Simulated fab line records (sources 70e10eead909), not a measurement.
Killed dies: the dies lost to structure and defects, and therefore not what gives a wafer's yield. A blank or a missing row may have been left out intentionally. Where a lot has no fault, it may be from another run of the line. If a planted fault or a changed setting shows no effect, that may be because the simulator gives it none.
Matching of chambers ; flow nand harc ; 4 sister chambers for NHARC_A_CHANNEL_FILL_D2_ETCHBACK_20 on rie diel-13
The step etches the open film in C4F8/O2/Ar, target depth 27 nm, time 13.5 s. 4 wafers are shown with their chamber, then 11 later ones without.

== EACH WAFER AND ITS CHAMBER ==
wafer;chamber;rf vpp V (V)
L081.3;3;970
L089.1;0;974
L089.6;1;970
L090.2;2;979

== WAFERS WITHOUT THEIR CHAMBER ==
wafer;rf vpp V (V)
L090.3;969
L090.6;974
L092.4;977
L092.5;971
L092.6;974
L094.1;972
L094.3;971
L094.4;970
L095.3;974
L095.5;972
L095.6;979

== EACH ONE'S CHAMBER ==
wafer;from the rows above;in truth
L090.3;can't be placed: 1 or 3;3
L090.6;0;0
L092.4;can't be placed: 2 or 0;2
L092.5;can't be placed: 1 or 3 or 0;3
L092.6;0;0
L094.1;can't be placed: 0 or 1 or 3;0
L094.3;can't be placed: 1 or 3 or 0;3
L094.4;can't be placed: 1 or 3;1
L095.3;0;0
L095.5;can't be placed: 0 or 1 or 3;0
L095.6;2;2
Correctly placed: 4 of 11. Cannot be placed on the basis of these rows: 7; the candidates contain the true chamber in 7. Number placed wrongly: 0.
How it was worked out, from the rows above alone: a wafer's distance from a chamber is the root of the sum, over the readings, of the square of ((its reading less the chamber's mean) divided by the reading's scatter). If the next closest chamber is less than 2 further off than the closest, the wafer can't be placed; otherwise it belongs to the closest. Each chamber's mean is taken over the wafers shown for it. The scatter (one wafer shown for each chamber): square how far every hidden wafer sits from the nearest shown wafer, average those squares and take the square root.
